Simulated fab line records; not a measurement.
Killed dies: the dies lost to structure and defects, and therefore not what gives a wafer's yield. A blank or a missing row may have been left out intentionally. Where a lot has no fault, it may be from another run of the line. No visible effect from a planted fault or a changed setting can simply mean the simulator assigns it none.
fab line records	flow n5Finfet
record lots=13	wafers=35	lastDay=19
route steps=1938 shown MOL_CONTACT_COAG@546 PASSIVATION@1936
lots that met no fault: taken from a fault-free run of the same line
startH: hours from the record's opening day to when the first of the lot's shown wafers began	waitH: hours from the lot's prior step to this one	" the same as in the row above	L1.1+2: several wafers, shown together as one row	- either no value or no given start	* or withheld: withheld	< > ~ a bound
route shown NAME@n: names a module that has steps shown in the file, with the first one's number in the route	usual: mean/standard deviation taken from wafers without a fault	same: alike in all rows	chamber/n: place in a boat	sites: readings site by site	_std_site: standard deviation of those values	_edge_site: inner sites' mean taken away from outer sites' mean	radiusMm: how far each site lies from the wafer's centre	mask NAME#n: copy n	behind: tool/chamber where the wafer was last shaped	hold: cause of the lot's hold/its duration in hours/its outcome	device: the transistor (n, p or np) that didn't switch	end of line: the tests these same wafers got at the end of their route	for a step that has no rows: nothing shown but its recipe	killed: not the wafer's yield, but the dies lost to structure and defects at the first sort	map: shows each die of a wafer: x if killed, . if not, _ if none is there
set.NAME: setting as actually run; set.NAME@STEP: the setting as run at that earlier step	model.NAME: the simulator's own value behind a step, which no gauge read
a sample of lots followed through the steps of the route, with each step as a table and each wafer as a row
services: when a tool's chamber went out of use (startH, in hours from the record's first day, below 0 if earlier), for how many hours, and the reason
## steps
# step N5_MOL_CONTACT_COAG_PRE_CLEAN_141
# recipe gas=H2/He	timeS=60	tempC=300
# usual heaterPowerW=472/44	susceptorTempC=299.99/0.19
lot.wafer	tool	chamber	startH	waitH	heaterPowerW	susceptorTempC
L617.1	pvdSputter-01	-	92.62	0.2	451	300.12
L617.3	"	-	"	"	430	300.10
L618.1	pvdSputter-03	-	98.77	0.7	551	299.84
L618.2	"	-	"	"	483	300.26
L618.5	"	-	"	"	475	299.65
L619.1	pvdSputter-02	-	106.33	0.3	447	299.92
L619.2	"	-	"	"	506	300.14
L619.5	"	-	"	"	449	300.10
L620.1	pvdSputter-01	-	109.96	0.7	448	300.12
L620.2	"	-	"	"	455	300.13
L620.5	"	-	"	"	439	300.00
L621.1	pvdSputter-03	-	117.88	0.6	532	299.80
L621.3	"	-	"	"	422	300.07
L621.6	"	-	"	"	559	299.76
L625.1	pvdSputter-02	-	140.14	0.3	447	300.00
L625.2	"	-	"	"	437	300.03
L625.5	"	-	"	"	504	299.93
L626.4	pvdSputter-02	-	144.61	0.9	429	299.75
L626.6	"	-	"	"	426	299.86
L628.2	pvdSputter-03	-	156.68	0.2	488	299.64
L628.4	"	-	"	"	444	299.81
L631.2	pvdSputter-02	-	183.55	0.4	510	299.99
L631.3	"	-	"	"	448	299.86
L635.1	pvdSputter-03	-	201.41	0.5	437	300.09
L635.2	"	-	"	"	475	299.80
L635.6	"	-	"	"	523	300.22
L637.1	pvdSputter-01	-	213.35	0.4	449	300.08
L637.4	"	-	"	"	455	300.32
L637.5	"	-	"	"	439	300.08
L639.2	pvdSputter-03	-	225.92	1.1	427	300.08
L639.5	"	-	"	"	513	299.71
L639.6	"	-	"	"	426	300.25
L640.1	pvdSputter-03	-	232.00	0.7	434	299.96
L640.3	"	-	"	"	485	299.92
L640.6	"	-	"	"	553	300.23
# step N5_MOL_CONTACT_COAG_SPUTTER_130
# recipe material=Co	targetThkA=475	tempC=25	chamberPressurePa=0.5	powerW=3000
# usual chamberPressurePa=0.5000/0.00099	susceptorTempC=24.99/0.11	throttleValvePct=30.4/1.4
lot.wafer	tool	chamber	startH	waitH	chamberPressurePa	susceptorTempC	throttleValvePct
L617.1	pvdSputter-02	-	94.88	0.0	0.4985	25.17	30.3
L617.3	"	-	"	"	0.4999	25.12	29.9
L618.1	pvdSputter-03	-	101.97	0.0	0.5006	25.04	29.4
L618.2	"	-	"	"	0.5005	25.04	30.2
L618.5	"	-	"	"	0.5016	25.02	27.5
L619.1	pvdSputter-01	-	109.60	0.0	0.5007	25.30	31.0
L619.2	"	-	"	"	0.4998	24.92	31.4
L619.5	"	-	"	"	0.4985	25.09	31.0
L620.1	pvdSputter-03	-	112.06	0.0	0.5009	25.12	28.7
L620.2	"	-	"	"	0.4992	25.10	29.0
L620.5	"	-	"	"	0.4999	25.15	28.9
L621.1	pvdSputter-01	-	120.41	0.0	0.5004	25.07	31.2
L621.3	"	-	"	"	0.4992	25.11	31.1
L621.6	"	-	"	"	0.4991	25.06	32.2
L625.1	pvdSputter-01	-	142.76	0.0	0.4992	25.05	31.1
L625.2	"	-	"	"	0.5007	24.96	32.4
L625.5	"	-	"	"	0.4985	24.95	32.5
L626.4	pvdSputter-03	-	147.02	0.0	0.5012	25.05	27.7
L626.6	"	-	"	"	0.4999	24.98	28.6
L628.2	pvdSputter-01	-	158.57	0.0	0.4991	24.97	32.3
L628.4	"	-	"	"	0.4992	24.89	31.0
L631.2	pvdSputter-03	-	185.44	0.0	0.5005	25.00	27.6
L631.3	"	-	"	"	0.5005	25.02	30.4
L635.1	pvdSputter-03	-	204.75	0.0	0.4982	25.01	28.8
L635.2	"	-	"	"	0.4996	24.94	27.4
L635.6	"	-	"	"	0.5011	24.96	28.8
L637.1	pvdSputter-03	-	216.09	0.0	0.4991	25.05	30.3
L637.4	"	-	"	"	0.4987	24.85	28.6
L637.5	"	-	"	"	0.4983	24.94	30.2
L639.2	pvdSputter-01	-	227.97	0.0	0.4993	24.88	32.7
L639.5	"	-	"	"	0.4993	24.92	30.8
L639.6	"	-	"	"	0.5008	24.93	31.3
L640.1	pvdSputter-01	-	234.97	0.0	0.5002	25.07	32.5
L640.3	"	-	"	"	0.5000	25.00	31.5
L640.6	"	-	"	"	0.4998	25.03	31.1
# step N5_MOL_CONTACT_COAG_ALD_27
# recipe material=SiOC	targetThkA=170	tempC=400	aldPrecursorFamily=carbosiloxane	aldCoReactant=H2-plasma	pulseTimeS=1.5	timeS=2720	purgeTimeS=2	coReactantPurgeTimeS=2	aldCycles=340	pressureTorr=2
# usual aldCycles=340/0	heaterPowerW=868/78	precursorPulseHeightRel=1.003/0.016	runLengthS=2769.8/0.5	susceptorTempC=400.01/0.23	timeS=2720/0
lot.wafer	tool	chamber	startH	waitH	aldCycles	heaterPowerW	precursorPulseHeightRel	runLengthS	susceptorTempC	timeS
L617.1	aldSin-02	0	96.02	0.0	340	822	1.007	2770.3	400.25	2720
L617.3	"	3	"	"	340	898	0.995	2769.0	400.07	2720
L618.1	aldSin-02	3	102.97	0.0	340	868	1.006	2769.0	399.99	2720
L618.2	"	2	"	"	340	865	0.975	2769.8	400.27	2720
L618.5	"	0	"	"	340	833	1.025	2769.4	399.72	2720
L619.1	aldSin-03	1	110.60	0.0	340	871	1.016	2770.1	399.92	2720
L619.2	"	2	"	"	340	876	1.009	2770.2	400.53	2720
L619.5	"	0	"	"	340	785	1.012	2770.8	400.17	2720
L620.1	aldSin-04	3	114.17	1.1	340	723	1.005	2769.7	399.69	2720
L620.2	"	0	"	"	340	984	0.986	2769.4	399.79	2720
L620.5	"	1	"	"	340	944	1.012	2769.9	399.74	2720
L621.1	aldSin-02	2	121.41	0.0	340	889	0.991	2769.3	400.14	2720
L621.3	"	3	"	"	340	859	0.978	2769.1	399.86	2720
L621.6	"	0	"	"	340	837	1.012	2770.0	400.29	2720
L625.1	aldSin-04	0	143.96	0.2	340	1016	0.999	2769.5	400.06	2720
L625.2	"	3	"	"	340	710	0.993	2769.1	400.20	2720
L625.5	"	3	"	"	340	737	0.994	2770.0	400.48	2720
L626.4	aldSin-04	0	148.05	0.0	340	960	1.019	2769.6	400.31	2720
L626.6	"	2	"	"	305	955	1.011	2489.9	-	2440
L628.2	aldSin-04	0	159.57	0.0	305	964	0.990	2489.6	-	2440
L628.4	"	2	"	"	340	954	0.989	2770.2	400.16	2720
L631.2	aldSin-04	2	186.74	0.3	305	912	1.005	2489.9	-	2440
L631.3	"	0	"	"	340	986	0.976	2769.5	400.35	2720
L635.1	aldSin-02	1	205.91	0.2	340	897	0.998	2770.1	399.88	2720
L635.2	"	3	"	"	340	883	1.013	2769.2	399.76	2720
L635.6	"	0	"	"	340	822	0.993	2769.9	400.37	2720
L637.1	aldSin-02	0	217.10	0.0	340	818	0.991	2770.2	399.71	2720
L637.4	"	3	"	"	340	879	1.009	2769.0	399.92	2720
L637.5	"	0	"	"	340	829	1.016	2769.4	399.90	2720
L639.2	aldSin-03	1	228.99	0.1	340	897	0.997	2769.6	400.28	2720
L639.5	"	3	"	"	340	777	0.997	2769.4	399.99	2720
L639.6	"	0	"	"	340	811	1.039	2770.7	399.99	2720
L640.1	aldSin-03	2	236.01	0.0	340	856	1.000	2769.6	400.09	2720
L640.3	"	1	"	"	340	923	0.995	2770.5	399.61	2720
L640.6	"	2	"	"	340	837	0.999	2769.7	400.20	2720
# step N5_MOL_CONTACT_COAG_CMP_28
# recipe stopOn=SiNx	tOverpolishS=0.85	postCmpClean=alkalineBrush	downForcePsi=4.15	platenRpm=51.8	padVelocityMS=1.0307	targetThkNm=14.522
# usual motorCurrentA=11.8/1.6	padLifeWafers=1236/560
lot.wafer	tool	chamber	startH	waitH	motorCurrentA	padLifeWafers
L617.3	cmp-03	3	97.63	0.8	13.2	967
L617.1	"	0	"	"	11.2	968
L618.2	cmp-03	3	104.61	0.9	15.0	1022
L618.1	"	0	"	"	11.3	1023
L618.5	"	2	"	"	11.3	-
L619.1	cmp-04	1	112.17	0.8	12.9	1662
L619.2	"	0	"	"	9.5	1665
L619.5	"	2	"	"	13.8	-
L620.2	cmp-04	1	115.78	0.8	12.7	1687
L620.1	"	2	"	"	12.8	1688
L620.5	"	1	"	"	12.4	-
L621.3	cmp-03	2	122.98	0.8	11.9	1164
L621.1	"	0	"	"	10.9	1166
L621.6	"	3	"	"	13.6	-
L625.1	cmp-04	0	145.53	0.8	9.4	1932
L625.2	"	2	"	"	12.8	1934
L625.5	"	0	"	"	9.0	-
L626.4	cmp-01	2	149.73	0.9	13.2	945
L626.6	"	3	"	"	13.2	-
L628.2	cmp-04	0	161.17	0.8	9.7	2041
L628.4	"	2	"	"	12.7	2043
L631.3	cmp-03	2	188.30	0.8	12.0	1650
L631.2	"	1	"	"	9.9	1653
L635.1	cmp-04	3	207.47	0.8	9.6	234
L635.2	"	0	"	"	9.1	235
L635.6	"	3	"	"	9.8	-
L637.4	cmp-03	2	218.70	0.8	11.5	1903
L637.1	"	3	"	"	14.0	1904
L637.5	"	1	"	"	9.9	-
L639.2	cmp-03	2	230.68	0.9	11.5	1995
L639.6	"	3	"	"	14.5	-
L639.5	"	0	"	"	11.4	-
L640.1	cmp-01	3	237.65	0.9	12.6	1616
L640.3	"	0	"	"	13.3	1617
L640.6	"	1	"	"	12.0	-
# step N5_PASSIVATION_PROBE_49
# usual killed_at_M0_to_M3=33/9.9	killed_at_M4_up=14/6.4	killedAtContacts=12/7	killedAtFrontEnd=41/13	killedAtOther=3.1/2.9	killedDies=103/20	killedOnRim=13/4	killedOpen=67/14	killedShort=34/9.4
# same grossDies=1180	killedAtBackSide=0
lot.wafer	tool	chamber	startH	waitH	killed_at_M0_to_M3	killed_at_M4_up	killedAtContacts	killedAtFrontEnd	killedAtOther	killedDies	killedOnRim	killedOpen	killedShort
L617.1	prober-02	-	265.56	0.0	29	15	11	37	2	94	12	66	27
L617.3	prober-02	-	265.66	0.1	31	16	34	29	0	110	14	72	37
L618.1	prober-02	-	270.93	0.0	32	12	14	32	1	91	12	70	21
L618.2	prober-02	-	270.98	0.1	64	5	7	42	1	119	17	74	45
L618.5	prober-02	-	271.13	0.2	22	12	3	34	4	75	8	51	24
L619.1	prober-01	-	277.56	0.0	22	17	14	48	0	101	14	64	33
L619.2	prober-01	-	277.61	0.1	25	12	9	56	0	102	13	67	35
L619.5	prober-01	-	277.76	0.2	26	9	17	62	1	115	9	65	49
L620.1	prober-02	-	279.17	0.0	28	11	12	32	3	86	14	62	23
L620.2	prober-02	-	279.22	0.1	48	14	2	51	4	119	8	78	41
L620.5	prober-02	-	279.37	0.2	27	9	12	35	2	85	14	59	23
L621.1	prober-01	-	291.30	0.0	45	8	18	40	1	112	12	64	47
L621.3	prober-01	-	291.40	0.1	43	13	7	29	1	93	12	56	36
L621.6	prober-01	-	291.55	0.3	35	16	11	28	0	90	8	56	34
L625.1	prober-01	-	304.99	0.0	27	16	6	55	6	110	12	58	48
L625.2	prober-01	-	305.04	0.1	37	5	9	37	1	89	8	47	40
L625.5	prober-01	-	305.19	0.2	27	8	6	49	6	96	14	54	40
L628.2	prober-02	-	317.41	0.1	25	21	8	33	1	88	9	58	24
L628.4	prober-02	-	317.51	0.2	19	16	13	29	3	80	8	52	28
L626.4	prober-01	-	319.17	0.2	32	13	3	42	3	93	10	62	31
L626.6	prober-01	-	319.27	0.3	14	16	5	48	2	85	14	55	30
L631.2	prober-01	-	362.93	0.1	39	18	30	89	4	180	28	116	63
L631.3	prober-01	-	362.98	0.1	48	12	7	53	2	122	15	77	44
L635.1	prober-01	-	402.45	0.0	34	6	12	24	3	79	14	51	28
L635.2	prober-01	-	402.50	0.1	19	9	6	15	8	57	6	29	25
L635.6	prober-01	-	402.70	0.3	28	9	19	24	1	81	3	59	20
L637.1	prober-01	-	431.59	0.0	25	12	7	33	3	80	11	57	23
L637.4	prober-01	-	431.74	0.2	18	12	14	41	2	87	10	62	25
L637.5	prober-01	-	431.79	0.2	33	20	11	35	2	101	11	76	25
L639.2	prober-01	-	437.73	0.1	21	13	7	53	0	94	9	68	26
L639.5	prober-01	-	437.88	0.2	37	8	11	60	4	120	12	85	34
L639.6	prober-01	-	437.93	0.3	64	15	12	57	2	150	17	97	50
L640.1	prober-02	-	461.80	0.0	34	22	5	40	5	106	17	68	32
L640.3	prober-02	-	461.90	0.1	20	22	4	53	7	106	13	80	23
L640.6	prober-02	-	462.05	0.3	40	21	8	33	7	109	11	74	31
# killed by level:class
L617.1 FIN_SAQP:geometricParticle:open=16 BEOL_M3:geometricParticle:open=9 MOL_CONTACT_COAG:geometricParticle:open=8 BEOL_M2:geometricParticle:open=6 BEOL_M4:geometricParticle:open=6 FIN_SAQP:geometricParticle:short=5 BEOL_M0_SAQP:geometricParticle:open=5 STI_FIN_REVEAL:geometricParticle:open=3
L617.3 MOL_CONTACT_COAG:geometricParticle:open=20 MOL_CONTACT_COAG:geometricParticle:short=14 BEOL_M3:geometricParticle:open=11 STI_FIN_REVEAL:geometricParticle:open=6 BEOL_M2:geometricParticle:open=6 FIN_SAQP:geometricParticle:open=5 BEOL_M4:geometricParticle:open=5 GATE_CUT:geometricParticle:short=4
L618.1 BEOL_M0_SAQP:geometricParticle:open=12 MOL_CONTACT_COAG:geometricParticle:open=9 STI_FIN_REVEAL:geometricParticle:open=7 FIN_SAQP:geometricParticle:open=5 MOL_CONTACT_COAG:geometricParticle:short=5 BEOL_M2:geometricParticle:open=5 DUMMY_GATE:geometricParticle:open=4 GATE_CUT:geometricParticle:open=4
L618.2 BEOL_M3:geometricParticle:open=20 FIN_SAQP:geometricParticle:short=14 BEOL_M0_SAQP:geometricParticle:short=13 FIN_SAQP:geometricParticle:open=11 BEOL_M0_SAQP:geometricParticle:open=11 MOL_CONTACT_COAG:geometricParticle:open=6 BEOL_M2:geometricParticle:open=6 BEOL_M3:geometricParticle:short=6
L618.5 FIN_SAQP:geometricParticle:short=7 BEOL_M3:geometricParticle:open=7 FIN_SAQP:geometricParticle:open=6 STI_FIN_REVEAL:geometricParticle:open=6 DUMMY_GATE:geometricParticle:open=5 BEOL_M0_SAQP:geometricParticle:open=5 BEOL_M2:geometricParticle:open=5 BEOL_M0_SAQP:geometricParticle:short=3
L619.1 FIN_SAQP:geometricParticle:open=11 MOL_CONTACT_COAG:geometricParticle:open=11 GATE_CUT:geometricParticle:short=9 FIN_SAQP:geometricParticle:short=8 BEOL_M0_SAQP:geometricParticle:open=8 BEOL_M4:geometricParticle:open=7 GATE_CUT:geometricParticle:open=5 BEOL_M0_SAQP:geometricParticle:short=4
L619.2 FIN_SAQP:geometricParticle:short=13 FIN_SAQP:geometricParticle:open=11 STI_FIN_REVEAL:geometricParticle:open=8 MOL_CONTACT_COAG:geometricParticle:open=8 BEOL_M2:geometricParticle:open=8 BEOL_M4:geometricParticle:open=6 BEOL_M3:geometricParticle:open=5 DUMMY_GATE:geometricParticle:open=4
L619.5 FIN_SAQP:geometricParticle:short=18 MOL_CONTACT_COAG:geometricParticle:open=13 FIN_SAQP:geometricParticle:open=9 BEOL_M3:geometricParticle:open=9 GATE_CUT:geometricParticle:short=8 BEOL_M2:geometricParticle:open=5 STARTING-WAFER:geometricParticle:short=5 MOL_CONTACT_COAG:geometricParticle:short=4
L620.1 MOL_CONTACT_COAG:geometricParticle:open=11 GATE_CUT:geometricParticle:short=8 STI_FIN_REVEAL:geometricParticle:open=6 BEOL_M2:geometricParticle:open=6 GATE_CUT:geometricParticle:open=5 BEOL_M0_SAQP:geometricParticle:short=5 BEOL_M0_SAQP:geometricParticle:open=5 FIN_SAQP:geometricParticle:open=4
L620.2 STI_FIN_REVEAL:geometricParticle:open=23 BEOL_M0_SAQP:geometricParticle:open=15 BEOL_M0_SAQP:geometricParticle:short=11 STI_FIN_REVEAL:geometricParticle:short=7 BEOL_M1:geometricParticle:open=6 BEOL_M4:geometricParticle:open=6 GATE_CUT:geometricParticle:short=5 FIN_SAQP:geometricParticle:short=4
L620.5 STI_FIN_REVEAL:geometricParticle:open=17 MOL_CONTACT_COAG:geometricParticle:open=8 BEOL_M0_SAQP:geometricParticle:open=7 BEOL_M0_SAQP:geometricParticle:short=5 GATE_CUT:geometricParticle:short=4 MOL_CONTACT_COAG:geometricParticle:short=4 BEOL_M1:geometricParticle:open=4 FIN_SAQP:geometricParticle:open=3
L621.1 MOL_CONTACT_COAG:geometricParticle:open=14 BEOL_M0_SAQP:geometricParticle:short=14 BEOL_M3:geometricParticle:open=10 FIN_SAQP:geometricParticle:short=8 STI_FIN_REVEAL:geometricParticle:open=8 BEOL_M0_SAQP:geometricParticle:open=6 BEOL_M2:geometricParticle:short=6 DUMMY_GATE:geometricParticle:open=5
L621.3 BEOL_M0_SAQP:geometricParticle:short=14 BEOL_M0_SAQP:geometricParticle:open=11 MOL_CONTACT_COAG:geometricParticle:open=6 DUMMY_GATE:geometricParticle:open=4 BEOL_M0:geometricParticle:open=4 BEOL_M1:geometricParticle:open=4 BEOL_M1:geometricParticle:short=4 BEOL_M3:geometricParticle:open=4
L621.6 STI_FIN_REVEAL:geometricParticle:open=7 MOL_CONTACT_COAG:geometricParticle:open=6 BEOL_M0_SAQP:geometricParticle:open=6 BEOL_M1:geometricParticle:short=6 STARTING-WAFER:geometricParticle:open=6 MOL_CONTACT_COAG:geometricParticle:short=5 BEOL_M2:geometricParticle:open=5 FIN_SAQP:geometricParticle:short=4
L625.1 FIN_SAQP:geometricParticle:short=19 FIN_SAQP:geometricParticle:open=7 STI_FIN_REVEAL:geometricParticle:open=6 BEOL_M0_SAQP:geometricParticle:open=6 BEOL_M4:geometricParticle:open=6 SPACER0:geometricParticle:open=5 MOL_CONTACT_COAG:geometricParticle:open=5 BEOL_M1:geometricParticle:open=5
L625.2 GATE_CUT:geometricParticle:short=10 BEOL_M0_SAQP:geometricParticle:open=7 BEOL_M3:geometricParticle:open=7 MOL_CONTACT_COAG:geometricParticle:open=6 BEOL_M1:geometricParticle:open=6 BEOL_M0_SAQP:geometricParticle:short=5 BEOL_M2:geometricParticle:open=5 BEOL_M1:geometricParticle:short=4
L625.5 STI_FIN_REVEAL:geometricParticle:open=16 FIN_SAQP:geometricParticle:short=13 MOL_CONTACT_COAG:geometricParticle:open=6 BEOL_M3:geometricParticle:open=6 BEOL_M4:geometricParticle:short=5 DUMMY_GATE:geometricParticle:open=4 BEOL_M0_SAQP:geometricParticle:open=4 BEOL_M1:geometricParticle:open=4
L628.2 BEOL_M4:geometricParticle:open=9 BEOL_M2:geometricParticle:open=8 FIN_SAQP:geometricParticle:open=7 MOL_CONTACT_COAG:geometricParticle:open=6 BEOL_M0_SAQP:geometricParticle:open=5 BEOL_M4:geometricParticle:short=5 HKMG_FIN:areaEtch=5 FIN_SAQP:geometricParticle:short=4
L628.4 MOL_CONTACT_COAG:geometricParticle:open=12 BEOL_M4:geometricParticle:open=11 STARTING-WAFER:geometricParticle:short=6 BEOL_M1:geometricParticle:open=5 STI_FIN_REVEAL:geometricParticle:open=4 BEOL_M0_SAQP:geometricParticle:short=4 FIN_SAQP:geometricParticle:open=3 FIN_SAQP:geometricParticle:short=3
L626.4 FIN_SAQP:geometricParticle:open=16 FIN_SAQP:geometricParticle:short=12 BEOL_M2:geometricParticle:open=7 BEOL_M3:geometricParticle:open=7 BEOL_M0_SAQP:geometricParticle:open=6 BEOL_M4:geometricParticle:open=4 GATE_CUT:geometricParticle:short=3 MOL_CONTACT_COAG:geometricParticle:open=3
L626.6 FIN_SAQP:geometricParticle:open=14 FIN_SAQP:geometricParticle:short=10 STI_FIN_REVEAL:geometricParticle:open=6 BEOL_M4:geometricParticle:open=6 BEOL_M5:geometricParticle:open=5 GATE_CUT:geometricParticle:open=4 GATE_CUT:geometricParticle:short=4 MOL_CONTACT_COAG:geometricParticle:open=4
L631.2 STI_FIN_REVEAL:geometricParticle:open=37 MOL_CONTACT_COAG:geometricParticle:open=24 FIN_SAQP:geometricParticle:short=11 FIN_SAQP:geometricParticle:open=10 GATE_CUT:geometricParticle:short=9 BEOL_M0_SAQP:geometricParticle:short=8 STI_FIN_REVEAL:geometricParticle:short=7 BEOL_M2:geometricParticle:open=7
L631.3 BEOL_M3:geometricParticle:open=16 FIN_SAQP:geometricParticle:short=15 STI_FIN_REVEAL:geometricParticle:open=11 FIN_SAQP:geometricParticle:open=9 GATE_CUT:geometricParticle:short=9 BEOL_M0_SAQP:geometricParticle:short=8 BEOL_M4:geometricParticle:open=8 MOL_CONTACT_COAG:geometricParticle:open=7
L635.1 MOL_CONTACT_COAG:geometricParticle:open=9 GATE_CUT:geometricParticle:short=6 BEOL_M0_SAQP:geometricParticle:open=6 BEOL_M3:geometricParticle:open=6 BEOL_M0_SAQP:geometricParticle:short=5 DUMMY_GATE:geometricParticle:open=4 GATE_CUT:geometricParticle:open=4 BEOL_M0:geometricParticle:open=4
L635.2 MIM_TOP_ETCH:geometricParticle:short=6 FIN_SAQP:geometricParticle:short=5 MOL_CONTACT_COAG:geometricParticle:open=5 BEOL_M0_SAQP:geometricParticle:short=5 BEOL_M2:geometricParticle:open=4 FIN_SAQP:geometricParticle:open=3 BEOL_M3:geometricParticle:open=3 FIN_CUT:geometricParticle:open=2
L635.6 MOL_CONTACT_COAG:geometricParticle:open=17 BEOL_M3:geometricParticle:open=7 BEOL_M0_SAQP:geometricParticle:short=5 DUMMY_GATE:geometricParticle:open=4 GATE_CUT:geometricParticle:short=4 BEOL_M0_SAQP:geometricParticle:open=4 BEOL_M2:geometricParticle:open=4 BEOL_M0:geometricParticle:open=3
L637.1 STI_FIN_REVEAL:geometricParticle:open=9 BEOL_M4:geometricParticle:open=9 BEOL_M2:geometricParticle:open=8 MOL_CONTACT_COAG:geometricParticle:open=6 STARTING-WAFER:geometricParticle:short=5 GATE_CUT:geometricParticle:open=4 FIN_SAQP:geometricParticle:open=3 BEOL_M0:geometricParticle:open=3
L637.4 MOL_CONTACT_COAG:geometricParticle:open=11 STI_FIN_REVEAL:geometricParticle:open=10 DUMMY_GATE:geometricParticle:open=9 BEOL_M2:geometricParticle:open=6 GATE_CUT:geometricParticle:short=5 FIN_SAQP:geometricParticle:open=4 BEOL_M4:geometricParticle:open=4 STARTING-WAFER:geometricParticle:short=4
L637.5 BEOL_M4:geometricParticle:open=16 MOL_CONTACT_COAG:geometricParticle:open=11 BEOL_M1:geometricParticle:open=8 STI_FIN_REVEAL:geometricParticle:open=7 BEOL_M2:geometricParticle:open=7 FIN_SAQP:geometricParticle:open=6 FIN_SAQP:geometricParticle:short=4 DUMMY_GATE:geometricParticle:open=3
L639.2 STI_FIN_REVEAL:geometricParticle:open=10 FIN_SAQP:geometricParticle:short=9 FIN_SAQP:geometricParticle:open=9 MOL_CONTACT_COAG:geometricParticle:open=7 BEOL_M0_SAQP:geometricParticle:open=7 DUMMY_GATE:geometricParticle:open=6 BEOL_M0_SAQP:geometricParticle:short=4 STARTING-WAFER:geometricParticle:short=3
L639.5 STI_FIN_REVEAL:geometricParticle:open=27 BEOL_M0_SAQP:geometricParticle:short=15 MOL_CONTACT_COAG:geometricParticle:open=10 STARTING-WAFER:geometricParticle:open=8 BEOL_M0_SAQP:geometricParticle:open=7 FIN_SAQP:geometricParticle:short=6 BEOL_M0:geometricParticle:open=6 FIN_SAQP:geometricParticle:open=5
L639.6 BEOL_M0_SAQP:geometricParticle:short=23 BEOL_M0_SAQP:geometricParticle:open=20 STI_FIN_REVEAL:geometricParticle:open=17 FIN_SAQP:geometricParticle:open=14 BEOL_M2:geometricParticle:open=11 MOL_CONTACT_COAG:geometricParticle:open=10 FIN_SAQP:geometricParticle:short=8 BEOL_M5:geometricParticle:open=6
L640.1 BEOL_M3:geometricParticle:open=11 BEOL_M4:geometricParticle:open=11 STI_FIN_REVEAL:geometricParticle:open=8 BEOL_M0_SAQP:geometricParticle:short=7 BEOL_M0_SAQP:geometricParticle:open=7 FIN_SAQP:geometricParticle:short=5 HKMG_FIN:areaEtch=5 FIN_SAQP:geometricParticle:open=4
L640.3 FIN_SAQP:geometricParticle:open=24 STI_FIN_REVEAL:geometricParticle:open=12 BEOL_M4:geometricParticle:open=7 FIN_SAQP:geometricParticle:short=6 BEOL_M0_SAQP:geometricParticle:open=6 BEOL_M2:geometricParticle:open=6 GATE_CUT:geometricParticle:short=4 MOL_CONTACT_COAG:geometricParticle:open=4
L640.6 BEOL_M0_SAQP:geometricParticle:open=16 STI_FIN_REVEAL:geometricParticle:open=10 BEOL_M4:geometricParticle:open=9 FIN_SAQP:geometricParticle:open=6 BEOL_M1:geometricParticle:open=6 MOL_CONTACT_COAG:geometricParticle:open=6 BEOL_M2:geometricParticle:open=5 BEOL_M3:geometricParticle:open=5
## services
tool	chamber	startH	hours	kind
cmp-04	-	79.88	2.4	repair
cmp-03	-	82.32	1.6	repair
aldSin-04	-	87.53	14.0	pm
aldSin-04	0	87.53	14.0	ventCycle
aldSin-04	1	87.53	14.0	ventCycle
aldSin-04	2	87.53	14.0	ventCycle
aldSin-04	3	87.53	14.0	ventCycle
aldSin-04	0	101.53	-	clean
aldSin-04	1	101.53	-	clean
aldSin-02	1	102.28	21.5	repair
aldSin-03	1	116.87	3.1	repair
aldSin-03	2	117.68	11.0	repair
pvdSputter-03	-	133.80	2.7	repair
aldSin-02	0	138.03	2.0	repair
cmp-03	-	167.46	0.8	repair
aldSin-03	-	176.75	14.0	pm
cmp-01	-	176.83	2.5	repair
cmp-04	-	178.02	4.0	pm
cmp-04	-	182.02	-	consumableReplace:conditioner
cmp-04	-	182.02	-	consumableReplace:pad
cmp-01	-	191.02	2.7	repair
aldSin-04	2	212.32	4.2	repair
aldSin-02	2	224.19	2.0	repair
aldSin-02	3	225.22	17.1	repair
## key
firstSign step=N5_MOL_CONTACT_COAG_ALD_27	reading=aldCycles	direction=down	sigmas=99+	usual=*	struck=*
effect step=N5_MOL_CONTACT_COAG_ALD_27	reading=timeS	direction=down	sigmas=99+	usual=*	struck=*
metAt N5_MOL_CONTACT_COAG_ALD_27
struckLots L626,L628,L631
struckWafers L626.6,L628.2,L631.2
testerLeftOut L626,L628,L631
notActingAt N5_MOL_CONTACT_COAG_PRE_CLEAN_141,N5_MOL_CONTACT_COAG_SPUTTER_130,N5_MOL_CONTACT_COAG_CMP_28
onsetBetween 143.96 148.05
fault kind=processParameterDrift	tool=aldSin-04	chamber=-	onsetH=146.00	steps=N5_MOL_CONTACT_COAG_ALD_27	channel=aldCycles	offset=*	shape=step	endH=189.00	scope=struckWafersOnly	actsIn=*	stated=*
# testerLeftOut: of these lots the tester's yield and bins aren't shown, on N5 and GAA mostly nor the transistor test; their killed dies are dies lost to structure and defects alone, not to doping, threshold or leakage, so they don't give the yield
